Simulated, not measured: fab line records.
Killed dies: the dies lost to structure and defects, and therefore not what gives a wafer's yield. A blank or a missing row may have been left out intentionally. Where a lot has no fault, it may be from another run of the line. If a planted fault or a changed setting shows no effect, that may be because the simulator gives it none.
A struck lot beside a sound one / flow n5-finfet / 37 out of 1938 route steps
Sound: the wafers L507.2, L507.3, L507.6. Struck: wafers L514.1, L514.5. (L514.4 of the same lot was not struck and is left out.) The cause comes at the end.
Order at every step that has rows: each side's tool, ch and its chambers, its first start. Under that, the readings that differ: sound wafers / struck wafers / difference of the means / sigmas: that difference in standard deviations of wafers without a fault.
alike: a reading whose means differ by less than 2 such deviations, as well as words and numbers matching on both sides. not compared: withheld readings; readings where some wafer has no value; bounds like >300 that might hide an equal value; numbers whose values overlap and for which the record gives no deviation.
A row with sigmas, a row that says differs or no value, or rows on one side alone: a step with any of these is where the two part. When numbers do not overlap yet have no deviation, they are printed without sigmas and do not part them. A reading missing from all wafers of one side parts the sides only when that side holds two or more wafers.

first, 9 steps without rows for these wafers: N5_BEOL_M10_ALD_74 (deposits TaN, target thk 2 nm, pulse time 2 s, purge time 3 s); N5_BEOL_M10_SURFACE_TREAT_76; N5_BEOL_M10_CVD_75 (deposits Co from CCTBA/H2, target thk 2 nm, time 138.9 s); N5_BEOL_M10_SPUTTER_48 (material Cu, target thk 12 nm, time 2 s); N5_BEOL_M10_ECD_50 (material Cu, target thk 318 nm); N5_BEOL_M10_ANNEAL_51 (time 90 s); N5_BEOL_M10_CMP_52 (polishes, stops on SiCOH lowk, t overpolish 7 s, target thk 140 nm); N5_BEOL_M10_PRE_CLEAN_55 (time 15 s); N5_BEOL_M10_DEP_56 (deposits SiCN from 3MS/NH3, target thk 15 nm, time 26.5 s).
N5_BEOL_M11_ILD_DEP_00: deposits SiCOH lowk from DEMS/porogen, target thk 308.51 nm, time 58 s.
  sound on pecvd-01 ch 0,1, day 10 06:08; struck on pecvd-01 ch 0, day 12 11:39
reading=susceptor-temp-C (C); sound=299.87 300.01 300.36; struck=314.76 314.73; difference=+14.67; sigmas=+70
reading=model.SiCOH_lowk_of_BEOL_M11_ILD_DEP_00.thk-nm (nm); sound=307.4 303.2 306.2; struck=284.2 289.6; difference=-18.7; sigmas=
  alike: heater-power-w, showerhead-plenum-p-Torr, showerhead-vpp-V, throttle-valve-pct
then, 1 step without rows for these wafers: N5_BEOL_M11_CURE_71 (cures SiCOH lowk, time 240 s).
N5_BEOL_M11_THK_MEAS_01:
  sound on film-metro-02, day 10 06:44; struck on film-metro-02, day 12 12:16
reading=M11_ILD_THK (nm); sound=267 263 266; struck=247 251; difference=-16; sigmas=-5
then, 23 steps without rows for these wafers: N5_BEOL_M11_PECVD_70 (deposits SiO2 from TEOS/O2, target thk 20 nm, time 22.7 s); N5_BEOL_M11_HM_DEP_02 (deposits TiN, target thk 20 nm); N5_BEOL_M11_COAT_59 (time 60 s, resist thk 100 nm); N5_BEOL_M11_COAT_60 (time 60 s, resist thk 30 nm); N5_BEOL_M11_COAT_05 (resist thk 90 nm); N5_BEOL_M11_EBR_07; N5_BEOL_M11_SOFTBAKE_06 (time 60 s); N5_BEOL_M11_EXPOSE_08 (exposes mask M11); N5_BEOL_M11_PEB_09 (peb time 60 s); N5_BEOL_M11_DEVELOP_10 (develop time 30 s); N5_BEOL_M11_DESCUM_16 (chemistry O2, time 7.9 s); N5_BEOL_M11_ETCH_61 (etches SiARC in CF4, target depth 39 nm, time 65 s); N5_BEOL_M11_ETCH_62 (etches SOC in N2/H2, target depth 110 nm, overetch 22 nm, time 165 s); N5_BEOL_M11_STRIP_68 (strips in N2/H2); N5_BEOL_M11_STRIP_67 (strips in CF4); N5_BEOL_M11_HM_OPEN_17 (chemistry Cl2/BCl3, target TiN, target depth 20 nm, overetch 6 nm); N5_BEOL_M11_STRIP_19 (strips in O2); N5_BEOL_M11_COAT_63 (time 60 s, resist thk 100 nm); N5_BEOL_M11_COAT_64 (time 60 s, resist thk 30 nm); N5_BEOL_M11_COAT_22 (resist thk 90 nm); N5_BEOL_M11_EBR_24; N5_BEOL_M11_SOFTBAKE_23 (time 60 s); N5_BEOL_M11_EXPOSE_25 (exposes mask V10).
N5_BEOL_M11_CMP_52: polishes, stops on SiCOH lowk, t overpolish 7 s, target thk 140 nm.
  sound on cmp-04 ch 0,1,3, day 10 11:32; struck on cmp-03 ch 2, day 12 20:38
reading=model.SiCOH_lowk_of_BEOL_M11_ILD_DEP_00.thk-nm (nm); sound=264 260.4 263; struck=243.6 248.2; difference=-16.6; sigmas=
  alike: head-pressure-psi, motor-current-A
N5_PASSIVATION_PROBE_49:
  the record holds rows for the sound wafers here (prober-01, day 12 02:38) but none for the struck ones

## WHERE THEY PART
Earliest at N5_BEOL_M11_ILD_DEP_00; latest, in this record, at N5_PASSIVATION_PROBE_49.

WHY: what the simulator had put in
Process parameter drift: pecvd-01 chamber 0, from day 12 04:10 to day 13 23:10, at N5_BEOL_M11_ILD_DEP_00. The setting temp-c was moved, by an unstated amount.
